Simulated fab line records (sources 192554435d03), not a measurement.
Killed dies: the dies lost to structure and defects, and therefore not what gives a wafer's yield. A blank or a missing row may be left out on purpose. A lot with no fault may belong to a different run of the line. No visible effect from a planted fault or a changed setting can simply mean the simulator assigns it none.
Matching of chambers    flow n5_finfet    N5_DUMMY_GATE_ETCH_31 on rie_diel-05: 4 sister chambers
The step etches SiO2 in C4F6/O2, target depth 82.5 nm, time 27.5 s. 4 wafers are shown with their chamber, then 9 later ones without.

## EACH WAFER AND ITS CHAMBER
wafer   chamber  throttle_valve_pct (%)
L076.2  3        20.92
L081.6  1        20.90
L083.3  2        21.48
L083.6  0        21.40

## WAFERS WITHOUT THEIR CHAMBER
wafer   throttle_valve_pct (%)
L085.1  21.41
L085.2  20.93
L085.3  20.90
L090.2  20.91
L090.3  21.43
L090.4  20.94
L092.2  21.45
L092.5  20.95
L092.6  21.44

## WHICH CHAMBER EACH ONE RAN IN
wafer   from the rows above      in truth
L085.1  0                        0
L085.2  can't be placed: 3 or 1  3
L085.3  can't be placed: 1 or 3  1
L090.2  can't be placed: 1 or 3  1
L090.3  can't be placed: 0 or 2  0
L090.4  can't be placed: 3 or 1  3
L092.2  can't be placed: 2 or 0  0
L092.5  can't be placed: 3 or 1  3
L092.6  can't be placed: 2 or 0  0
Correctly placed: 1 of 9. From these rows, 8 cannot be placed; in 8 the true chamber is one of the candidates. 0 placed wrongly.
How it was worked out, from the rows above alone: a wafer's distance from a chamber is the root of the sum, over the readings, of the square of ((its reading less the chamber's mean) divided by the reading's scatter). The wafer belongs to the nearest chamber; if the next one is less than 2 further off, it can't be placed. Each chamber's mean is taken over the wafers shown for it. The scatter: root of mean squared gap, hidden wafer to nearest shown wafer, with one shown wafer a chamber.
